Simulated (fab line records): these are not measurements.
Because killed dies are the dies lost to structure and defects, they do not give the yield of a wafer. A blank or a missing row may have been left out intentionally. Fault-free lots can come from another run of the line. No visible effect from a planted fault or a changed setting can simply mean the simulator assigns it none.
fab line records    flow n5_finfet
record: lots: 6  wafers: 18  last_day: 18
route steps=1938 shown MIM_TOP_LITHO@1839 MIM_TOP_ETCH@1851
lots with no fault: from the same line, run without faults
start_h: start of the lot's first displayed wafer, in hours after the record's first day    wait_h: hours since the lot's step before    " the same as in the row above    L1.1+2: several wafers, shown together as one row    - either no value or no given start    * or withheld: withheld    < > ~ a bound
route shown NAME@n: a module of which the file shows steps, and the number in the route of the first    usual: mean/standard deviation of fault-free wafers    same: alike in all rows    chamber/n: place in a boat    sites: readings site by site    _std_site: standard deviation of those values    _edge_site: the outer-site mean with the inner-site mean subtracted    radius_mm: for every site, how far away it sits from the centre of the wafer    mask NAME#n: copy n    behind: the most recent tool/chamber to have shaped the wafer    hold: what put the lot on hold/how long, in hours/how the hold closed    device: names the non-switching transistor (n, p or np)    end of line: at the end of the route, the tests of the same wafers    step lacking rows: just its recipe    killed: the dies lost at the first sort to structure and to defects; this is not the yield of the wafer    map: a wafer's dies, x killed, . not, _ none there
set.NAME: the setting as run; set.NAME@STEP: as run at that earlier step    model.NAME: the simulator's own value behind a step, which no gauge read
lots seen at some steps along the route; tables by step, rows by wafer
services: a tool's chamber out of use, with start hour (start_h, from the record's first day; less than 0 if before it), hours out, and reason
== steps ==
step: N5_MIM_TOP_LITHO_HMDS_01
recipe: time_s: 60  temp_c: 120
step: N5_MIM_TOP_LITHO_COAT_02
recipe: spin_rpm: *  resist_thk_nm: *
step: N5_MIM_TOP_LITHO_EBR_04
recipe: solvent: PGMEA  ebr_width_mm: 1.5
step: N5_MIM_TOP_LITHO_SOFTBAKE_03
recipe: temp_c: 100  time_s: 90
step: N5_MIM_TOP_LITHO_EXPOSE_05
recipe: mask_id: MIM_TOP  na: 0.55  source_shape: conventional  sigma_outer: 0.8  polarization: unpolarized  target_cd_nm: 2000  dose_mj: 20.5
step: N5_MIM_TOP_LITHO_PEB_06
recipe: peb_temp_c: withheld  peb_time_s: *
step: N5_MIM_TOP_LITHO_DEVELOP_07
recipe: develop_time_s: 60  rinse_liquid: diw  dry: air_spin  dev_temp_c: 21
step: N5_MIM_TOP_LITHO_HARDBAKE_09
recipe: temp_c: 130  time_s: 120
step: N5_MIM_TOP_LITHO_CD_MEAS_08
recipe: target_cd_nm: 2000  landing_energy_ev: 500  detector: se_inlens
usual: cd_nm: 1999.7/1.2
lot.wafer  tool       chamber  start_h  wait_h  cd_nm
L567.2     cd_sem-01  0        300.45   -       1999.3
L567.5     "          0        "        "       1999.1
L567.6     "          0        "        "       1998.6
L573.1     cd_sem-03  0        343.54   -       2001.3
L573.4     "          0        "        "       2001.9
L573.5     "          0        "        "       2000.8
L576.1     cd_sem-02  0        369.20   -       1999.5
L576.4     "          0        "        "       2001.4
L576.5     "          0        "        "       2000.1
L580.1     cd_sem-02  0        387.70   -       2001.2
L580.2     "          0        "        "       2000.3
L580.4     "          0        "        "       2001.1
L583.3     cd_sem-01  0        408.65   -       2000.4
L583.5     "          0        "        "       1999.7
L583.6     "          0        "        "       1999.7
L582.1     cd_sem-02  0        412.75   -       2000.3
L582.3     "          0        "        "       2000.4
L582.5     "          0        "        "       2000.4
step: N5_MIM_TOP_LITHO_OVL_MEAS_11
recipe: points_per_wafer: 44
usual: MIM_TOP_OVL: -1/6.5
lot.wafer  tool        chamber  start_h  wait_h  MIM_TOP_OVL[nm]
L567.2     overlay-01  0        300.48   0.0     1
L567.5     "           0        "        "       5
L567.6     "           0        "        "       -3
L573.1     overlay-02  0        343.57   0.0     -7
L573.4     "           0        "        "       -4
L573.5     "           0        "        "       0
L576.1     overlay-02  0        369.23   0.0     -4
L576.4     "           0        "        "       0
L576.5     "           0        "        "       0
L580.1     overlay-02  0        387.73   0.0     8
L580.2     "           0        "        "       8
L580.4     "           0        "        "       2
L583.3     overlay-02  0        408.70   0.1     0
L583.5     "           0        "        "       1
L583.6     "           0        "        "       -6
L582.1     overlay-02  0        412.78   0.0     10
L582.3     "           0        "        "       7
L582.5     "           0        "        "       7
step: N5_MIM_TOP_LITHO_INSPECT_12
recipe: mode: adi  inspect_instrument: macro
usual: raw_defect_count: 2.2/1.6
lot.wafer  tool               chamber  start_h  wait_h  raw_defect_count
L567.2     defect_inspect-01  -        300.50   0.0     2
L567.5     "                  -        "        "       3
L567.6     "                  -        "        "       3
L573.1     defect_inspect-02  -        343.60   0.0     0
L573.4     "                  -        "        "       2
L573.5     "                  -        "        "       2
L576.1     defect_inspect-02  -        369.25   0.0     4
L576.4     "                  -        "        "       4
L576.5     "                  -        "        "       1
L580.1     defect_inspect-02  -        387.75   0.0     3
L580.2     "                  -        "        "       2
L580.4     "                  -        "        "       1
L583.3     defect_inspect-02  -        408.73   0.0     0
L583.5     "                  -        "        "       6
L583.6     "                  -        "        "       0
L582.1     defect_inspect-01  -        412.80   0.0     4
L582.3     "                  -        "        "       2
L582.5     "                  -        "        "       3
step: N5_MIM_TOP_LITHO_DESCUM_10
recipe: chemistry: O2  time_s: 7.9  source_power_w: 50  bias_power_w: 20  pressure_mtorr: 20  rf_frequency_hz: 2.712e+07  temp_c: 40  o2_flow_sccm: 225
usual: chamber_pressure_mTorr: 20.001/0.019  drypump_motor_current_A: 5.5/0.33  oes_product_au: 0.81/0.067  rf_vpp_V: 243.3/1.5  showerhead_plenum_p_Torr: 2.10/0.07  throttle_valve_pct: 20.40/0.29
lot.wafer  tool         chamber  start_h  wait_h  chamber_pressure_mTorr  drypump_motor_current_A  oes_product_au  rf_hours_counter_h  rf_vpp_V  showerhead_plenum_p_Torr  throttle_valve_pct
L567.2     rie_diel-03  2        300.54   0.0     19.973                  5.7                      0.83            69                  244.4     2.21                      20.06
L567.5     "            0        "        "       19.987                  5.1                      0.82            -                   242.0     2.04                      20.56
L567.6     "            3        "        "       19.975                  5.7                      0.89            -                   245.2     2.13                      20.64
L573.1     rie_diel-06  3        343.67   0.1     19.996                  6.5                      0.97            5                   242.5     2.13                      20.25
L573.4     "            3        "        "       19.995                  6.5                      0.97            -                   243.8     2.13                      20.24
L573.5     "            1        "        "       20.004                  5.3                      0.72            -                   241.3     1.99                      20.84
L576.1     rie_diel-04  3        369.29   0.0     20.000                  5.5                      0.81            100                 244.2     2.10                      20.01
L576.4     "            2        "        "       20.000                  5.7                      0.78            113                 243.2     2.10                      19.98
L576.5     "            2        "        "       19.993                  5.7                      0.78            -                   242.4     2.10                      19.99
L580.1     rie_diel-03  3        387.84   0.1     19.999                  5.7                      0.87            67                  245.9     2.12                      20.69
L580.2     "            0        "        "       19.968                  5.1                      0.78            119                 242.1     2.02                      20.62
L580.4     "            2        "        "       19.983                  5.7                      0.79            98                  245.7     2.20                      20.11
L583.3     rie_diel-03  3        408.76   0.0     19.970                  5.7                      0.85            76                  244.0     2.12                      20.71
L583.5     "            3        "        "       19.987                  5.7                      0.85            -                   245.1     2.12                      20.70
L583.6     "            1        "        "       20.007                  5.5                      0.84            -                   242.1     2.05                      20.27
L582.1     rie_diel-03  2        412.85   0.0     19.974                  5.7                      0.78            108                 244.8     2.19                      20.15
L582.3     "            1        "        "       20.036                  5.6                      0.83            63                  241.4     2.05                      20.28
L582.5     "            2        "        "       20.026                  5.7                      0.78            -                   245.1     2.19                      20.13
step: N5_MIM_TOP_ETCH_ETCH_00
recipe: chemistry: Cl2/BCl3  target: TiN  target_depth_a: 385  ion_energy_ev: 150  pressure_mtorr: 10  icp_w: 1000  bias_w: 126  Cl2_flow_sccm: 53.25  bcl3_flow_sccm: 21.75  Ar_flow_sccm: 25
usual: chamber_pressure_mTorr: 10.001/0.0091  drypump_motor_current_A: 5.7/0.56  mfc_cl2_sccm: 53.23/0.17  oes_product_au: 0.83/0.076  throttle_valve_pct: 22.53/0.18
lot.wafer  tool          chamber  start_h  wait_h  chamber_pressure_mTorr  drypump_motor_current_A  mfc_cl2_sccm  oes_product_au  rf_hours_counter_h  throttle_valve_pct
L567.2     rie_metal-01  1        300.62   0.1     10.000                  5.2                      53.24         0.77            45                  22.41
L567.5     "             1        "        "       10.000                  5.2                      53.27         0.77            -                   22.42
L567.6     "             0        "        "       10.017                  6.5                      53.33         0.63            -                   22.71
L573.1     rie_metal-02  1        343.76   0.1     10.009                  6.0                      53.36         0.85            17                  22.57
L573.4     "             0        "        "       10.008                  4.8                      53.26         0.76            -                   22.58
L573.5     "             1        "        "       9.991                   6.0                      53.31         0.85            -                   22.56
L576.1     rie_metal-01  1        369.37   0.1     10.005                  5.2                      58.93         0.76            52                  23.08
L576.4     "             1        "        "       9.991                   5.2                      59.19         0.76            -                   23.07
L576.5     "             0        "        "       10.011                  6.5                      53.45         0.94            -                   22.46
L580.1     rie_metal-01  1        387.93   0.1     9.990                   5.2                      59.41         0.76            54                  23.10
L580.2     "             0        "        "       9.998                   6.5                      53.17         0.91            4                   22.44
L580.4     "             1        "        "       10.002                  5.2                      59.13         0.75            -                   23.10
L583.3     rie_metal-02  1        408.89   0.1     10.005                  6.0                      53.25         0.83            -                   22.59
L583.5     "             1        "        "       9.990                   6.0                      53.11         0.82            -                   22.59
L583.6     "             0        "        "       9.995                   4.8                      53.37         0.75            -                   22.59
L582.1     rie_metal-02  1        412.93   0.1     10.006                  6.0                      53.35         0.82            23                  22.57
L582.3     "             1        "        "       10.010                  6.0                      53.24         0.82            -                   22.57
L582.5     "             1        "        "       10.005                  6.0                      53.32         0.82            -                   22.58
step: N5_MIM_TOP_ETCH_STRIP_01
recipe: chemistry: O2  power_w: 600  temp_c: 60  pressure_mtorr: 30  rf_frequency_hz: 6e+07  bias_power_w: 0  overash_fraction: 0.5  o2_flow_sccm: 225
usual: chamber_pressure_mTorr: 30.00/0.069  drypump_motor_current_A: 5.9/0.34  oes_product_au: 0.81/0.09  rf_vpp_V: 3.7/1.4  showerhead_plenum_p_Torr: 2.10/0.044  throttle_valve_pct: 16.63/0.26
same: overash_fraction: 0.5
lot.wafer  tool         chamber  start_h  wait_h  chamber_pressure_mTorr  drypump_motor_current_A  oes_product_au  rf_hours_counter_h  rf_vpp_V  showerhead_plenum_p_Torr  throttle_valve_pct
L567.2     rie_diel-02  0        300.77   0.1     30.16                   5.5                      0.77            118                 3.1       2.10                      16.62
L567.5     "            2        "        "       29.88                   6.3                      0.87            -                   4.8       2.13                      16.73
L567.6     "            1        "        "       30.05                   6.4                      0.71            -                   5.0       2.07                      17.01
L573.1     rie_diel-05  0        343.90   0.1     30.13                   6.1                      0.80            90                  5.6       2.12                      16.82
L573.4     "            1        "        "       29.93                   5.9                      0.83            83                  6.5       2.11                      16.35
L573.5     "            2        "        "       29.93                   5.5                      0.78            -                   2.1       2.11                      16.68
L576.1     rie_diel-02  0        369.51   0.1     30.06                   5.4                      0.75            138                 3.5       2.09                      16.65
L576.4     "            3        "        "       29.84                   5.7                      0.68            204                 3.0       2.08                      16.58
L576.5     "            3        "        "       30.03                   5.7                      0.71            -                   6.0       2.08                      16.56
L580.1     rie_diel-02  1        388.45   0.5     30.10                   6.3                      0.70            238                 2.4       2.06                      17.06
L580.2     "            2        "        "       30.04                   6.3                      0.83            68                  4.0       2.12                      16.74
L580.4     "            0        "        "       30.09                   5.5                      0.75            143                 3.4       2.09                      16.70
L583.3     rie_diel-01  1        409.14   0.2     29.92                   6.0                      0.88            48                  4.5       2.04                      16.38
L583.5     "            1        "        "       29.93                   5.9                      0.87            -                   2.0       2.04                      16.38
L583.6     "            0        "        "       30.04                   6.3                      0.85            -                   4.0       2.13                      16.29
L582.1     rie_diel-02  3        413.07   0.1     29.96                   5.6                      0.69            214                 2.4       2.08                      16.55
L582.3     "            2        "        "       29.91                   6.3                      0.84            79                  3.3       2.12                      16.76
L582.5     "            2        "        "       29.92                   6.3                      0.83            -                   2.7       2.12                      16.76
== services ==
tool          chamber  start_h  hours  kind
rie_diel-03   2        276.78   12.1   repair
rie_diel-02   -        303.01   0.5    repair
rie_metal-01  -        307.96   1.4    pm
rie_diel-01   0        311.36   5.4    repair
rie_diel-03   1        329.69   7.5    repair
rie_diel-03   3        332.74   11.1   repair
rie_diel-01   -        338.55   0.3    repair
rie_diel-06   0        338.64   15.8   repair
rie_metal-01  -        343.31   8.0    repair
rie_diel-03   -        344.70   2.8    pm
rie_diel-02   2        361.69   4.1    repair
rie_diel-03   2        362.19   4.5    repair
rie_diel-04   1        374.84   12.1   repair
rie_diel-05   -        374.94   0.4    repair
rie_diel-02   3        376.49   1.6    repair
rie_diel-01   1        377.45   5.0    repair
rie_diel-01   3        382.03   6.1    repair
rie_diel-05   -        385.19   14.6   pm
rie_diel-04   2        388.69   8.6    repair
rie_diel-02   3        395.22   12.3   repair
rie_diel-01   2        400.15   2.8    repair
rie_diel-01   -        402.16   1.0    repair
rie_diel-03   0        407.62   12.5   repair
rie_diel-02   1        413.05   -      clean
== key ==
first_sign: step: N5_MIM_TOP_ETCH_ETCH_00  reading: mfc_cl2_sccm  direction: up  sigmas: 35  usual: 53.23  struck: 59.16
effect: step: N5_MIM_TOP_ETCH_ETCH_00  reading: throttle_valve_pct  direction: up  sigmas: 3.1  usual: *  struck: *
met_at N5_MIM_TOP_ETCH_ETCH_00
struck_wafers L576.1,L576.4,L580.1,L580.4
onset_between 300.62 369.37
fault: kind: process_parameter_drift  tool: rie_metal-01  chamber: 1  onset_h: 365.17  steps: N5_MIM_TOP_ETCH_ETCH_00  channel: Cl2_flow_sccm  offset: 6.0314  shape: step  end_h: 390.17  acts_in: these_recipes_only  stated: 53.25
